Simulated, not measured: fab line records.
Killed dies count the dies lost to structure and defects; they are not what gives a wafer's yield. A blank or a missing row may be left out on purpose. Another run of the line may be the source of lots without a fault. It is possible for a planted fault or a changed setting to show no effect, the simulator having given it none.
fab line records	flow n5-finfet
record: lots: 10	wafers: 30	last-day: 18
route steps=1938 shown ZERO_LAYER@4 BEOL_M4@1097 BEOL_M5@1112 PASSIVATION@1936
lots with no fault: from the same line, run without faults
start-h: hours from the record's opening day to when the first of the lot's shown wafers began	wait-h: hours since the lot's step before	" as in the row above	L1.1+2: several wafers, shown together as one row	- value missing, or start not given	* or withheld: withheld	< > ~ a bound
route shown NAME@n: names a module that has steps shown in the file, with the first one's number in the route	usual: average and standard deviation across the fault-free wafers	same: alike in all rows	chamber/n: place in a boat	sites: per-site readings	_std_site: the standard deviation of these	_edge_site: outer sites' mean less inner sites'	radius-mm: how far each site lies from the wafer's centre	mask NAME#n: copy n	behind: tool/chamber where the wafer was last shaped	hold: cause of the lot's hold/its duration in hours/its outcome	device: names the non-switching transistor (n, p or np)	end of line: the route-end tests of the same wafers	a step with no rows: only its recipe	killed: count of dies lost to structure and defects at first sort (not the wafer's yield)	map: a wafer's dies, marking killed ones x, the rest . and places with no die _
set.NAME: the setting the step ran with; set.NAME@STEP: the setting that earlier step ran with	model.NAME: the simulator's own value behind a step, which no gauge read
the route's steps for a sample of lots (tables are steps, rows are wafers)
services: a tool's chamber out of use, with start hour (start-h, from the record's first day; less than 0 if before it), hours out, and reason
== steps ==
step: N5_ZERO_LAYER_PECVD_02
recipe: material: SiO2	target-thk-a: 100	temp-c: 400	precursor: SiH4/N2O	pressure-torr: 0.75	rf-w: 275	time-s: 6
usual: heater-power-w: 772/88	showerhead-plenum-p-Torr: 8.14/0.12
lot.wafer	tool	chamber	start-h	wait-h	heater-power-w	showerhead-plenum-p-Torr
L476.1	pecvd-01	1	18.30	0.0	850	8.02
L476.4	"	1	"	"	875	8.02
L476.6	"	2	"	"	763	8.33
L477.4	pecvd-03	2	24.32	0.1	750	8.07
L477.5	"	1	"	"	813	7.99
L477.6	"	0	"	"	645	8.25
L478.3	pecvd-01	1	30.28	0.0	914	8.03
L478.5	"	1	"	"	933	8.00
L478.6	"	2	"	"	795	8.33
L479.1	pecvd-01	2	36.28	0.0	841	8.35
L479.2	"	0	"	"	807	8.12
L479.3	"	1	"	"	923	8.02
L480.2	pecvd-01	1	42.30	0.0	819	8.01
L480.4	"	1	"	"	848	8.01
L480.5	"	0	"	"	715	8.10
L481.1	pecvd-01	1	48.29	0.0	967	7.99
L481.4	"	1	"	"	966	8.03
L481.5	"	2	"	"	782	8.35
L494.2	pecvd-04	0	126.28	0.0	741	8.13
L494.5	"	2	"	"	714	8.31
L494.6	"	0	"	"	741	8.15
L495.2	pecvd-01	2	132.28	0.0	825	8.35
L495.4	"	0	"	"	693	8.13
L495.5	"	2	"	"	811	8.34
L496.1	pecvd-03	1	138.28	0.0	824	7.96
L496.2	"	0	"	"	628	8.28
L496.3	"	2	"	"	679	8.08
L498.1	pecvd-03	2	150.28	0.0	706	8.06
L498.3	"	0	"	"	572	8.26
L498.4	"	2	"	"	714	8.06
step: N5_BEOL_M4_ANNEAL_93
recipe: temp-c: 400	time-s: 240	ambient: vacuum
usual: heater-power-w: 821/63
lot.wafer	tool	chamber	start-h	wait-h	heater-power-w
L476.1	pvd-sputter-02	-	165.07	0.0	836
L476.4	"	-	"	"	777
L476.6	"	-	"	"	830
L478.3	pvd-sputter-03	-	187.32	0.0	815
L478.5	"	-	"	"	771
L478.6	"	-	"	"	747
L477.4	pvd-sputter-03	-	199.31	0.0	971
L477.5	"	-	"	"	765
L477.6	"	-	"	"	806
L479.1	pvd-sputter-03	-	205.29	0.0	946
L479.2	"	-	"	"	760
L479.3	"	-	"	"	832
L480.2	pvd-sputter-03	-	215.27	0.0	936
L480.4	"	-	"	"	765
L480.5	"	-	"	"	771
L481.1	pvd-sputter-03	-	224.76	0.0	919
L481.4	"	-	"	"	817
L481.5	"	-	"	"	749
L494.2	pvd-sputter-03	-	291.45	0.0	832
L494.5	"	-	"	"	931
L494.6	"	-	"	"	806
L495.2	pvd-sputter-01	-	296.77	0.0	801
L495.4	"	-	"	"	760
L495.5	"	-	"	"	807
L496.1	pvd-sputter-02	-	314.91	0.0	808
L496.2	"	-	"	"	867
L496.3	"	-	"	"	787
L498.1	pvd-sputter-03	-	317.93	0.0	764
L498.3	"	-	"	"	784
L498.4	"	-	"	"	955
step: N5_BEOL_M4_SPUTTER_94
recipe: material: Cu	target-thk-a: 45	temp-c: -20	chamber-pressure-pa: 0.07	power-w: withheld	time-s: 8.29
usual: throttle-valve-pct: 29.7/1.2
lot.wafer	tool	chamber	start-h	wait-h	throttle-valve-pct
L476.1	pvd-sputter-02	-	165.21	0.1	29.0
L476.4	"	-	"	"	31.5
L476.6	"	-	"	"	29.1
L478.3	pvd-sputter-03	-	187.46	0.1	30.1
L478.5	"	-	"	"	27.5
L478.6	"	-	"	"	29.2
L477.4	pvd-sputter-03	-	199.45	0.1	31.0
L477.5	"	-	"	"	29.4
L477.6	"	-	"	"	27.7
L479.1	pvd-sputter-03	-	205.43	0.1	31.5
L479.2	"	-	"	"	29.5
L479.3	"	-	"	"	30.0
L480.2	pvd-sputter-03	-	215.41	0.1	31.3
L480.4	"	-	"	"	27.5
L480.5	"	-	"	"	27.3
L481.1	pvd-sputter-03	-	224.90	0.1	31.2
L481.4	"	-	"	"	30.3
L481.5	"	-	"	"	29.4
L494.2	pvd-sputter-03	-	291.59	0.1	30.1
L494.5	"	-	"	"	31.4
L494.6	"	-	"	"	30.2
L495.2	pvd-sputter-01	-	296.91	0.1	30.6
L495.4	"	-	"	"	29.1
L495.5	"	-	"	"	30.4
L496.1	pvd-sputter-02	-	315.05	0.1	31.6
L496.2	"	-	"	"	30.0
L496.3	"	-	"	"	29.6
L498.1	pvd-sputter-03	-	318.07	0.1	29.6
L498.3	"	-	"	"	29.9
L498.4	"	-	"	"	31.3
step: N5_BEOL_M4_RC_MEAS_101
usual: CJ_N: 4.31/0.12	DIBL_N: 36.4/2.7	DIBL_P: 36/3.2	IOFF_N: 0.16/0.046	IOFF_P: 0.21/0.055	ION_N: 677/15	ION_P: 464/11	SS_N: 71.5/0.79	SS_P: 73.3/0.93	VT_N: 250/4.1	VT_P: -251/4.4
lot.wafer	tool	chamber	start-h	wait-h	CJ_N	DIBL_N[mV/V]	DIBL_P[mV/V]	IOFF_N[nA/um]	IOFF_P[nA/um]	ION_N[uA/um]	ION_P[uA/um]	SS_N[mV/dec]	SS_P[mV/dec]	VT_N[mV]	VT_P[mV]
L476.1	prober-02	0	166.53	0.0	4.30	37.0	35	0.16	0.21	680	467	71.0	73.8	249	-249
L476.4	"	0	"	"	4.22	43.5	44	0.32	0.42	733	500	72.7	76.2	242	-240
L476.6	"	0	"	"	4.33	39.5	38	0.22	0.29	692	479	71.5	73.5	244	-245
L478.3	prober-01	0	189.09	0.3	4.41	38.3	40	0.22	0.36	695	487	72.9	73.0	242	-239
L478.5	"	0	"	"	4.39	37.2	38	0.19	0.28	691	478	72.2	73.6	245	-242
L478.6	"	0	"	"	4.34	35.4	36	0.16	0.26	682	481	72.0	73.0	248	-243
L477.4	prober-02	0	201.23	0.5	4.12	36.1	36	0.15	0.20	674	469	70.7	72.6	250	-248
L477.5	"	0	"	"	4.32	37.3	37	0.18	0.23	681	471	71.8	74.1	247	-250
L477.6	"	0	"	"	4.16	37.3	38	0.18	0.24	689	474	71.7	73.8	246	-248
L479.1	prober-02	0	206.75	0.0	4.39	31.4	29	0.09	0.13	648	452	69.9	71.0	256	-257
L479.2	"	0	"	"	4.37	36.5	36	0.17	0.21	691	470	71.7	72.6	246	-249
L479.3	"	0	"	"	4.45	35.3	34	0.14	0.18	677	463	71.3	72.5	252	-253
L480.2	prober-02	0	216.91	0.2	4.25	32.8	32	0.11	0.14	648	457	70.1	72.0	253	-255
L480.4	"	0	"	"	4.33	35.5	35	0.15	0.19	673	457	70.9	72.6	249	-253
L480.5	"	0	"	"	4.29	34.9	34	0.14	0.16	696	462	72.1	73.0	250	-255
L481.1	prober-02	0	226.22	0.0	4.72	31.3	30	0.10	0.14	676	465	70.4	72.7	258	-254
L481.4	"	0	"	"	4.63	31.8	31	0.10	0.14	659	457	70.3	72.8	256	-254
L481.5	"	0	"	"	4.05	34.2	34	0.12	0.17	652	451	71.1	73.1	257	-257
L494.2	prober-02	0	293.20	0.2	4.25	36.9	38	0.17	0.24	689	475	71.3	74.3	247	-247
L494.5	"	0	"	"	4.48	37.6	37	0.17	0.24	675	466	72.1	74.6	249	-248
L494.6	"	0	"	"	4.35	37.0	36	0.17	0.22	676	454	71.6	74.0	248	-247
L495.2	prober-01	0	298.85	0.2	4.27	36.5	35	0.14	0.19	663	462	70.9	72.6	250	-251
L495.4	"	0	"	"	4.14	32.8	31	0.10	0.14	659	453	70.5	72.4	256	-256
L495.5	"	0	"	"	4.28	35.4	34	0.13	0.17	670	461	71.1	72.0	252	-255
L496.1	prober-02	0	316.62	0.0	4.41	36.8	37	0.19	0.23	697	475	71.2	72.9	246	-248
L496.2	"	0	"	"	4.30	37.1	38	0.20	0.23	694	466	71.2	73.8	246	-253
L496.3	"	0	"	"	4.12	37.0	38	0.17	0.23	673	466	71.6	74.1	247	-251
L498.1	prober-01	0	319.44	0.0	4.08	28.6	29	0.06	0.09	633	435	70.3	70.7	264	-265
L498.3	"	0	"	"	4.36	32.5	32	0.11	0.12	658	440	71.0	71.9	256	-259
L498.4	"	0	"	"	4.35	32.1	33	0.11	0.13	677	462	70.6	71.7	253	-259
step: N5_BEOL_M5_ILD_DEP_00
recipe: material: SiCOH_lowk	target-thk-a: 1406.4	temp-c: 300	precursor: DEMS/porogen	pressure-torr: 5	rf-w: 500	time-s: 25.9
usual: heater-power-w: 288/43	showerhead-plenum-p-Torr: 5.738/0.013	throttle-valve-pct: 13.9/0.88
lot.wafer	tool	chamber	start-h	wait-h	heater-power-w	showerhead-plenum-p-Torr	throttle-valve-pct
L476.1	pecvd-03	1	167.50	0.8	315	5.707	14.4
L476.4	"	2	"	"	296	5.731	13.7
L476.6	"	0	"	"	228	5.757	13.2
L478.3	pecvd-03	2	189.74	0.5	261	5.717	13.6
L478.5	"	1	"	"	275	5.744	14.2
L478.6	"	2	"	"	259	5.718	13.3
L477.4	pecvd-03	2	201.75	0.4	282	5.732	13.6
L477.5	"	0	"	"	193	5.763	13.2
L477.6	"	1	"	"	310	5.735	14.1
L479.1	pecvd-04	0	207.71	0.8	330	5.730	13.2
L479.2	"	1	"	"	357	5.753	15.4
L479.3	"	2	"	"	291	5.754	14.0
L480.2	pecvd-03	0	217.72	0.7	205	5.758	13.0
L480.4	"	0	"	"	209	5.748	13.3
L480.5	"	1	"	"	313	5.739	14.3
L481.1	pecvd-04	2	227.19	0.8	231	5.762	14.1
L481.4	"	1	"	"	308	5.732	15.0
L481.5	"	0	"	"	311	5.747	13.4
L494.2	pecvd-04	0	294.02	0.7	352	5.738	13.5
L494.5	"	0	"	"	354	5.741	13.4
L494.6	"	2	"	"	249	5.748	14.0
L495.2	pecvd-04	1	299.66	0.7	354	5.738	15.3
L495.4	"	1	"	"	357	5.743	15.4
L495.5	"	2	"	"	248	5.762	14.0
L496.1	pecvd-04	0	317.59	0.8	295	5.740	13.7
L496.2	"	1	"	"	344	5.752	14.8
L496.3	"	2	"	"	299	5.778	14.2
L498.1	pecvd-02	2	320.40	0.8	322	5.729	12.8
L498.3	"	0	"	"	232	5.731	14.4
L498.4	"	0	"	"	236	5.742	14.4
step: N5_PASSIVATION_PROBE_49
usual: defect-limited-yield: 91.1/1.4	killed_at_M0_to_M3: 34/9.7	killed_at_M4_up: 13/5.1	killed-at-contacts: 14/6.3	killed-at-front-end: 40/11	killed-at-other: 3.5/2.7	killed-dies: 105/16	killed-open: 70/12	killed-short: 34/7.8	sort_bin_4_leakage: 0.02/0.13	sort_bin_5_function: 5.2/0.88	sort_bin_6_memory: 3.3/0.7	sort_bin_8_speed: 0.1/0.62	sort-n-pass: 1074/17	sort-yield-pct: 91.0/1.5
same: gross-dies: 1180	killed-at-back-side: 0
lot.wafer	tool	chamber	start-h	wait-h	defect-limited-yield[%]	killed_at_M0_to_M3	killed_at_M4_up	killed-at-contacts	killed-at-front-end	killed-at-other	killed-dies	killed-open	killed-short	sort_bin_4_leakage[%]	sort_bin_5_function[%]	sort_bin_6_memory[%]	sort_bin_8_speed[%]	sort-n-pass	sort-yield-pct[%]
L478.3	prober-01	-	291.88	0.1	90.6	43	8	17	43	0	111	71	35	0	6.4	2.2	0	1069	90.6
L478.5	prober-01	-	291.98	0.2	91.7	29	8	18	42	1	98	65	32	0	4.9	3.2	0	1082	91.7
L478.6	prober-01	-	292.03	0.3	91.4	25	7	31	37	1	101	70	31	0	5.3	2.6	0	1079	91.4
killed by level:class
L478.3 BEOL_M0_SAQP:geometric-particle:short=15 MOL_CONTACT_COAG:geometric-particle:open=14 BEOL_M0_SAQP:geometric-particle:open=13 DUMMY_GATE:geometric-particle:open=10 BEOL_M2:geometric-particle:open=7 FIN_SAQP:geometric-particle:open=5 FIN_SAQP:geometric-particle:short=5 GATE_CUT:geometric-particle:short=5
L478.5 MOL_CONTACT_COAG:geometric-particle:open=14 BEOL_M0_SAQP:geometric-particle:open=12 DUMMY_GATE:geometric-particle:open=9 FIN_SAQP:geometric-particle:open=7 BEOL_M0_SAQP:geometric-particle:short=6 DUMMY_GATE:geometric-particle:short=5 BEOL_M2:geometric-particle:open=5 STARTING-WAFER:geometric-particle:open=5
L478.6 MOL_CONTACT_COAG:geometric-particle:open=25 FIN_SAQP:geometric-particle:open=9 BEOL_M0_SAQP:geometric-particle:short=8 BEOL_M0_SAQP:geometric-particle:open=8 FIN_SAQP:geometric-particle:short=7 DUMMY_GATE:geometric-particle:open=6 MOL_CONTACT_COAG:geometric-particle:short=6 BEOL_M4:geometric-particle:open=6
== services ==
tool	chamber	start-h	hours	kind
pecvd-03	0	4.78	3.8	repair
pecvd-02	2	6.45	7.9	repair
pecvd-03	0	18.30	5.5	scheduled-down
pvd-sputter-03	-	28.10	3.1	repair
pvd-sputter-02	-	69.38	1.9	repair
pecvd-03	0	74.44	15.9	repair
pecvd-02	-	94.22	1.0	repair
pvd-sputter-01	-	98.71	1.0	repair
pecvd-03	-	98.95	0.7	repair
pvd-sputter-02	-	116.29	4.1	repair
pecvd-03	0	130.76	2.1	scheduled-down
pvd-sputter-03	-	137.19	0.5	repair
pvd-sputter-01	-	172.98	11.1	repair
pecvd-03	-	183.37	1.1	repair
pecvd-02	2	185.05	3.7	repair
pecvd-03	2	202.38	-	clean
pecvd-03	2	202.38	-	consumable-replace:showerhead
pecvd-03	2	202.38	29.0	scheduled-down
pecvd-03	2	202.38	29.0	vent-cycle
pecvd-02	-	222.48	6.0	pm
pecvd-01	-	224.41	0.5	repair
pecvd-01	1	254.45	48.9	repair
pecvd-01	2	264.95	6.6	repair
pecvd-03	-	299.39	28.1	pm
== key ==
first-sign: step: N5_BEOL_M4_RC_MEAS_101	reading: CJ_N	direction: up	sigmas: 3	usual: 4.31	struck: 4.67
effect none on later readings
met-at N5_ZERO_LAYER_PECVD_02
struck-lots L481
struck-wafers L481.1,L481.4
not-acting-at N5_BEOL_M4_ANNEAL_93,N5_BEOL_M4_SPUTTER_94,N5_BEOL_M5_ILD_DEP_00
onset-between 42.30 48.29
fault: kind: process-parameter-drift	tool: pecvd-01	chamber: 1	onset-h: 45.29	steps: N5_ZERO_LAYER_PECVD_02	channel: target-thk-a	offset: *	shape: step	end-h: 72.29	acts-in: *	stated: *
